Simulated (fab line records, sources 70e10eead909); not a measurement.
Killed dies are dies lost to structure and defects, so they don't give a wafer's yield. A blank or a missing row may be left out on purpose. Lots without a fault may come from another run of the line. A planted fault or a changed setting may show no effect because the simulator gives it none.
Chamber matching | flow nand_harc | NHARC_A_STAIRCASE_STRIP_476 on rie_diel-13: 4 sister chambers
The step strips in O2, time 20 s. 4 wafers are shown with their chamber, then 7 later ones without.

WAFERS WITH THEIR CHAMBER
wafer  | chamber | showerhead_plenum_p_Torr (Torr)
L084.4 | 3       | 3.49
L085.5 | 2       | 3.37
L091.3 | 1       | 3.76
L091.5 | 0       | 3.59

WAFERS WITHOUT THEIR CHAMBER
wafer  | showerhead_plenum_p_Torr (Torr)
L091.6 | 3.49
L094.1 | 3.49
L094.2 | 3.75
L094.5 | 3.49
L097.1 | 3.75
L097.2 | 3.48
L097.3 | 3.58

WHICH CHAMBER EACH WENT THROUGH
wafer  | from the rows above | in truth
L091.6 | 3                   | 3
L094.1 | 3                   | 3
L094.2 | 1                   | 1
L094.5 | 3                   | 3
L097.1 | 1                   | 1
L097.2 | 3                   | 3
L097.3 | 0                   | 0
Placed correctly: 7 of 7. Can't be placed from these rows: 0. Placed wrongly: 0.
How it was worked out, from the rows above alone: a wafer's distance from a chamber is the root of the sum, over the readings, of the square of ((its reading less the chamber's mean) divided by the reading's scatter). The wafer belongs to the nearest chamber; if the next one is less than 2 further off, it can't be placed. A chamber's mean is the mean of its shown wafers. The scatter: with one shown wafer a chamber, the root of the mean of the squares of how far each hidden wafer lies from its nearest shown one.
